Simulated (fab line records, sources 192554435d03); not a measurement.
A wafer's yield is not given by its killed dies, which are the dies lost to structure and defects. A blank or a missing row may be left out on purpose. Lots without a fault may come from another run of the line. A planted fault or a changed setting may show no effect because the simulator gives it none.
Comparing a struck lot with a sound one :: flow n5-finfet :: 39 out of 1938 route steps
Sound: wafers L288.1, L288.3, L288.5. Wafers struck: L282.2, L282.3, L282.5. The cause comes at the end.
Each step with rows lists, per side, the tool, then ch with its chambers, then its first start. Under that, the readings that differ: sound wafers :: struck wafers :: difference of the means :: sigmas: that difference in standard deviations of wafers without a fault.
alike: readings with means less than 2 such deviations apart, plus words and numbers identical on both sides. not compared: withheld readings, readings lacking a value on some wafer, bounds such as >300 that could conceal the same value, and numbers that have no deviation in the record and whose values overlap.
The two part at a step that has a row with sigmas, a row that says differs or no value, or rows on one side only. Numbers that don't overlap but have no deviation are shown without sigmas and don't part them. A reading missing from all wafers of one side parts the sides only when that side holds two or more wafers.

first, 12 steps without rows for these wafers: N5_SD_EPI_N_STRIP_36 (strips in N2/H2); N5_SD_EPI_N_ETCHBACK_44 (etches SiNx in CH3F/O2, stops on SiO2, target depth 14.5 nm); N5_SD_EPI_N_ETCH_45 (etches SiOCN in CH3F/O2, target depth 6 nm); N5_SD_EPI_N_ETCH_16 (etches SiO2 in CHF3/O2, target depth 5 nm); N5_SD_EPI_N_STRIP_47 (strips in CHF3/O2); N5_SD_EPI_N_SD_RECESS_17 (chemistry HBr/Cl2/O2, target depth 41 nm, time 23.7 s, bt time 3 s); N5_SD_EPI_N_STRIP_38 (strips in N2/H2); N5_SD_EPI_N_WET_ETCH_43 (etches SiO2 in dHF, time 14 s, target depth 1.5 nm); N5_SD_EPI_N_STRIP_18 (strips in SPM, time 750 s); N5_SD_EPI_N_SRD_20 (time 30 s); N5_SD_EPI_N_PRECLEAN_48 (cleans in NF3:NH3, afs cycles 2, time 20 s, sublimation time 60 s); N5_SD_EPI_N_VAPOR_ETCH_50 (etches Si in HCl, time 54 s).
N5_SD_EPI_N_EPI_21: deposits Si:P, time 690 s.
  sound on epi-rpcvd-02 ch 0, day 8 11:39; struck on epi-rpcvd-03 ch 0, day 6 21:06
then, 24 steps without rows for these wafers: N5_SD_EPI_N_PRECLEAN_24 (cleans in O3/DIW, time 60 s); N5_SD_EPI_N_SRD_25 (time 30 s); N5_SD_EPI_N_PRECLEAN_49 (cleans in NF3:NH3, afs cycles 1, time 20 s, sublimation time 60 s); N5_SD_EPI_N_LINER_46 (material SiNx, target thk 3 nm); N5_SD_EPI_P_COAT_34 (time 60 s, resist thk 350 nm); N5_SD_EPI_P_COAT_35 (time 60 s, resist thk 35 nm); N5_SD_EPI_P_COAT_03 (resist thk 150 nm); N5_SD_EPI_P_EBR_05; N5_SD_EPI_P_SOFTBAKE_04 (time 60 s); N5_SD_EPI_P_EXPOSE_06 (exposes mask SD P BLK, target cd 240 nm); N5_SD_EPI_P_PEB_07 (peb time 60 s); N5_SD_EPI_P_DEVELOP_08 (develop time 30 s); N5_SD_EPI_P_DESCUM_14 (chemistry O2, time 7.9 s); N5_SD_EPI_P_ETCH_36 (etches SiARC in CF4, target depth 45.5 nm, time 75.8 s); N5_SD_EPI_P_ETCH_37 (etches SOC in N2/H2, overetch 108 nm, time 486 s); N5_SD_EPI_P_STRIP_38 (strips in N2/H2); N5_SD_EPI_P_ETCHBACK_46 (etches SiNx in CH3F/O2, stops on SiO2, target depth 17.5 nm); N5_SD_EPI_P_ETCH_47 (etches SiOCN in CH3F/O2, target depth 25 nm); N5_SD_EPI_P_ETCH_16 (etches SiO2 in CHF3/O2, target depth 5 nm); N5_SD_EPI_P_STRIP_50 (strips in CHF3/O2); N5_SD_EPI_P_SD_RECESS_17 (chemistry HBr/Cl2/O2, target depth 39.1 nm, bt time 3 s); N5_SD_EPI_P_WET_ETCH_45 (etches SiO2 in dHF, time 10.7 s, target depth 2 nm, rinse time 30 s); N5_SD_EPI_P_STRIP_40 (strips in N2/H2); N5_SD_EPI_P_PRECLEAN_52 (cleans in O3/DIW, time 60 s).
N5_SD_ACTIVATION_RS_MEAS_03: a four-point-probe measurement.
  struck on film-metro-01, day 7 03:55; sound on film-metro-02, day 9 00:26
reading: RS_SD_N (ohm/sq)
sound: 22.0 21.7 22.1
struck: 20.8 20.2 20.4
difference: -1.5
sigmas: -5
  alike: RS_SD_P
-- record jumps: 5 days separate the struck wafers' starts on either side; left off in module SD_ACTIVATION, taken up again in module BEOL_M4, whose first shown step is the route's number 1111 --
N5_BEOL_M4_RC_MEAS_101:
  sound on prober-01 ch 0, day 13 20:10; struck on prober-01 ch 0, day 12 05:40
reading: ION_N (uA/um)
sound: 675 674 660
struck: 696 703 685
difference: +25
sigmas: +3

reading: RC_DENSE_N (ohm.um)
sound: 19.19 19.34 19.26
struck: 18.00 17.59 18.03
difference: -1.39
sigmas: -5

reading: RC_N (ohm.um)
sound: 15.51 15.67 15.54
struck: 14.64 14.18 14.67
difference: -1.08
sigmas: -5

reading: REXT_N (ohm.um)
sound: 73.8 74.7 74.0
struck: 69.3 68.7 69.2
difference: -5.1
sigmas: -3

reading: RS_SD_N (ohm/sq)
sound: 28.8 28.3 28.8
struck: 26.8 26.6 26.2
difference: -2.1
sigmas: -5

reading: VT_P (mV)
sound: -248.0 -242.6 -244.7
struck: -252.8 -249.1 -254.8
difference: -7.1
sigmas: -3
  alike: DIBL_N, DIBL_P, IOFF_N, IOFF_P, ION_P, SS_N, SS_P, VT_N

## WHERE THEY PART
Last at N5_BEOL_M4_RC_MEAS_101 as far as this record goes, first at N5_SD_ACTIVATION_RS_MEAS_03.

WHY: whatever the simulator had introduced
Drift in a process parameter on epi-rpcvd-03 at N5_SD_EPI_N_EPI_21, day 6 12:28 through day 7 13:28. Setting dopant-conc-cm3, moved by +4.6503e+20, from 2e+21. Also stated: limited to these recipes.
